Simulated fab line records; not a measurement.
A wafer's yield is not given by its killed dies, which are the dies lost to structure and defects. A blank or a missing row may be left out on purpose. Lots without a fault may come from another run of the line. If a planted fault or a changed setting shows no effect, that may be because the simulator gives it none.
A struck lot beside a sound one -- flow n5Finfet -- 18 steps out of a route of 1938
Sound: the wafers L545.2, L545.5, L545.6. Wafers L560.1, L560.2, L560.3 were the ones struck. The cause is given at the end.
Per side, at each step with rows, come the tool, then ch with its chambers, and then its first start. Under that, the readings that differ: sound wafers -- struck wafers -- difference of the means -- sigmas: that difference in standard deviations of wafers without a fault.
alike: readings with means less than 2 such deviations apart, plus words and numbers identical on both sides. not compared: withheld readings, readings lacking a value on some wafer, bounds such as >300 that could conceal the same value, and numbers that have no deviation in the record and whose values overlap.
Wherever a step has rows on one side only, a row that says differs or no value, or a row with sigmas, the two part there. When numbers do not overlap yet have no deviation, they are printed without sigmas and do not part them. A reading that every wafer of one side lacks parts them only if that side has two wafers or more.

first, 3 steps without rows for these wafers: N5_HKMG_FIN_WET_ETCH_65 (etches a-Si in TMAH, stops on TiN, time 49 s, target depth 3 nm); N5_HKMG_FIN_WET_ETCH_81 (etches TiN in SC1, stops on HfO2, time 57 s, target depth 6 nm); N5_HKMG_FIN_WET_ETCH_82 (etches La2O3 in dHCl, stops on HfO2, target depth 2 nm, rinse time 30 s).
N5_HKMG_FIN_ALD_36: deposits TiN, target thk 1 nm, pulse time 1 s, purge time 3 s.
  sound on aldMetal-02 ch 0,1,2, day 4 18:24; struck on aldMetal-03 ch 0,1,3, day 8 12:23
  alike: heaterPowerW, precursorPulseHeightRel
N5_HKMG_FIN_THK_MEAS_70: measures by xrf.
  sound: filmMetro-01 at day 4 18:41; struck: filmMetro-01 at day 8 12:40
  alike: HK_THK
N5_HKMG_FIN_PWFM_ALD_03: deposits TiN, target thk 2 nm, pulse time 1 s, purge time 3 s.
  sound on aldMetal-04 ch 0,1, day 4 18:43; struck on aldMetal-02 ch 0,2,3, day 8 12:49
  alike: heaterPowerW, precursorPulseHeightRel
then, 6 steps without rows for these wafers: N5_HKMG_FIN_COAT_29 (time 60 s, resist thk 300 nm); N5_HKMG_FIN_COAT_30 (time 60 s, resist thk 35 nm); N5_HKMG_FIN_COAT_06 (resist thk 90 nm); N5_HKMG_FIN_EBR_08; N5_HKMG_FIN_SOFTBAKE_07 (time 60 s); N5_HKMG_FIN_EXPOSE_09 (exposes mask NWFM).
N5_HKMG_FIN_PEB_10: peb time 60 s.
  sound on lithoTrack-01 ch 0, day 4 19:29; struck on lithoTrack-01 ch 0, day 8 13:35
then, 1 step without rows for these wafers: N5_HKMG_FIN_DEVELOP_11 (develop time 30 s).
N5_HKMG_FIN_CD_MEAS_12: target cd 92.8 nm.
  sound on cdSem-01 ch 0, day 4 19:33; struck on cdSem-03 ch 0, day 8 13:38
reading,sound,struck,difference,sigmas
cdNm (nm),92.5 92.4 92.6,89.8 88.7 89.8,-3.1,-5
N5_HKMG_FIN_OVL_MEAS_13:
  sound on overlay-01 ch 0, day 4 19:35; struck on overlay-02 ch 0, day 8 13:40
  alike: NWFM_OVL
-- a jump in the record: the struck wafers' starts before and after are 4 days apart (it breaks off in module HKMG_FIN and resumes in module BEOL_M4, where the first step shown is number 1111 of the route) --
N5_BEOL_M4_RC_MEAS_101:
  sound on prober-02 ch 0, day 8 19:04; struck on prober-01 ch 0, day 12 22:47
reading,sound,struck,difference,sigmas
IOFF_P (nA/um),0.16 0.16 0.16,0.26 0.27 0.21,+0.09,+3
ION_P (uA/um),454 449 452,468 473 465,+17,+2
VT_N (mV),256.2 254.5 253.8,248.1 244.4 250.9,-7.0,-3
VT_P (mV),-255 -254 -256,-246 -242 -250,+9,+3
  alike: DIBL_N, DIBL_P, IOFF_N, ION_N, SS_N, SS_P
-- here the record skips 5 days between the struck wafers' starts before and after, leaving off in module BEOL_M4 and picking up in module PASSIVATION (first step shown: number 1936 of the route) --
N5_PASSIVATION_PROBE_49:
  sound: prober-02 at day 13 19:29; struck: prober-02 at day 17 17:14
  alike: defectLimitedYield, killed_at_M0_to_M3, killed_at_M4_up, killedAtContacts, killedAtFrontEnd, killedAtOther, killedDies, killedOpen, killedShort, sort_bin_5_function, sort_bin_6_memory, sortNPass, sortYieldPct

WHERE THEY PART
At N5_HKMG_FIN_CD_MEAS_12 first; at N5_BEOL_M4_RC_MEAS_101 last (within this record only). Later steps at which nothing parts them and some readings are alike: N5_PASSIVATION_PROBE_49.

WHY: the cause the simulator had injected
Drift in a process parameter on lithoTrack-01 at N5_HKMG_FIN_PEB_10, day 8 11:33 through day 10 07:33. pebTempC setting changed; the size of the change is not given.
